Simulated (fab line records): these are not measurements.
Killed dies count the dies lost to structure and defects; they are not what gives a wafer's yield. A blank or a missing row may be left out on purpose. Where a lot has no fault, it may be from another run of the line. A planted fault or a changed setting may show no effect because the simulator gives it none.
Which tool was responsible? -- flow nand_harc -- 12 lots with 36 wafers sampled at 5 steps, on a route of 1302 steps

## WHAT THE GAUGES SHOWED, per wafer
NHARC_P_M2_THK_MEAS_24: measures by xrf.
lot,measured,on,thk_nm (nm)
L075,day 6 20:09,film_metro-02,145.0 144.1 143.7
L077,day 7 22:11,film_metro-02,144.5 143.3 144.4
L079,day 8 09:48,film_metro-01,146.1 146.5 146.5
L081,day 9 09:37,film_metro-01,146.0 144.6 143.8
L084,day 10 12:19,film_metro-01,144.2 143.2 145.5
L085,day 11 05:41,film_metro-02,147.0 145.4 147.6
L087,day 11 17:02,film_metro-02,143.4 142.3 144.8
L089,day 12 16:42,film_metro-01,144.1 147.1 146.4
L091,day 13 21:50,film_metro-02,143.1 147.3 142.3
L093,day 14 15:26,film_metro-01,149.7 144.7 150.0
L096,day 15 08:05,film_metro-02,146.5 145.6 144.8
L097,day 16 01:20,film_metro-02,143.4 145.3 144.5

## WHICH TOOL RAN EACH LOT (tool, then ch and the chambers of the sampled wafers, then the start)
lot,NHARC_P_M1_PVD_20,NHARC_P_M1_CMP_23,NHARC_P_M2_ETCH_15,NHARC_P_M2_PRE_CLEAN_30
L075,"pvd_sputter-02, day 6 15:16 or earlier","cmp-04 ch 0,1,2, day 6 15:16","rie_diel-03 ch 0,1, day 6 20:09 or earlier","pvd_sputter-02, day 6 20:09 or earlier"
L077,"pvd_sputter-02, day 7 17:43 or earlier","cmp-03 ch 0,2,3, day 7 17:43","rie_diel-13 ch 0,2,3, day 7 22:11 or earlier","pvd_sputter-03, day 7 22:11 or earlier"
L079,"pvd_sputter-01, day 8 05:31 or earlier","cmp-02 ch 0,1,2, day 8 05:31","rie_diel-13 ch 0,2, day 8 09:48 or earlier","pvd_sputter-01, day 8 09:48 or earlier"
L081,"pvd_sputter-01, day 9 04:55 or earlier","cmp-03 ch 0,3, day 9 04:55","rie_diel-12 ch 1,2, day 9 09:37 or earlier","pvd_sputter-03, day 9 09:37 or earlier"
L084,"pvd_sputter-01, day 10 07:52 or earlier","cmp-04 ch 1,2,3, day 10 07:52","rie_diel-03 ch 0,1,2, day 10 12:19 or earlier","pvd_sputter-02, day 10 12:19 or earlier"
L085,"pvd_sputter-01, day 11 01:04 or earlier","cmp-02 ch 1,2,3, day 11 01:04","rie_diel-13 ch 0,1,3, day 11 05:41 or earlier","pvd_sputter-02, day 11 05:41 or earlier"
L087,"pvd_sputter-01, day 11 12:34 or earlier","cmp-04 ch 1,2, day 11 12:34","rie_diel-03 ch 1,3, day 11 17:02 or earlier","pvd_sputter-02, day 11 17:02 or earlier"
L089,"pvd_sputter-03, day 12 12:20 or earlier","cmp-04 ch 0,3, day 12 12:20","rie_diel-12 ch 0,1,3, day 12 16:42 or earlier","pvd_sputter-02, day 12 16:42 or earlier"
L091,"pvd_sputter-03, day 13 17:23 or earlier","cmp-04 ch 1,2, day 13 17:23","rie_diel-03 ch 1,2, day 13 21:50 or earlier","pvd_sputter-03, day 13 21:50 or earlier"
L093,"pvd_sputter-01, day 14 10:56 or earlier","cmp-04 ch 0,2,3, day 14 10:56","rie_diel-13 ch 0,2, day 14 15:26 or earlier","pvd_sputter-02, day 14 15:26 or earlier"
L096,"pvd_sputter-02, day 15 03:34 or earlier","cmp-04 ch 0,1, day 15 03:34","rie_diel-13 ch 1,2, day 15 08:05 or earlier","pvd_sputter-03, day 15 08:05 or earlier"
L097,"pvd_sputter-02, day 15 20:50 or earlier","cmp-03 ch 0,1,2, day 15 20:50","rie_diel-13 ch 0,2,3, day 16 01:20 or earlier","pvd_sputter-02, day 16 01:20 or earlier"
- NHARC_P_M1_PVD_20: deposits TaN, target thk 5 nm, time 8.06 s.
- NHARC_P_M1_CMP_23: polishes, t overpolish 20 s, target thk 157.82 nm.
- NHARC_P_M2_ETCH_15: etches the open film in C4F8/Ar, target depth 182.5 nm, time 91.2 s.
- NHARC_P_M2_PRE_CLEAN_30: time 30 s.

## THE ANSWER, worked out from the rows above alone
Rule: the lots themselves supply what counts as usual. The widest of any qualifying gaps counts: lots, ordered by their means at a reading, are off when they make up no more than a third of the lots, leave a main group of 4 or more, and stand apart from it by 3 or more times the standard deviation of that group's means. A main group whose means are all the same, to the digits that the tables above print for the reading, isn't used. A lot without any number at a reading at which 4 lots or more have one is off too. Any other lot the step has rows for is counted as sound.
No lot is off at any reading shown: from this, nothing can be told.

## WHAT HAD BEEN PUT IN BY THE SIMULATOR
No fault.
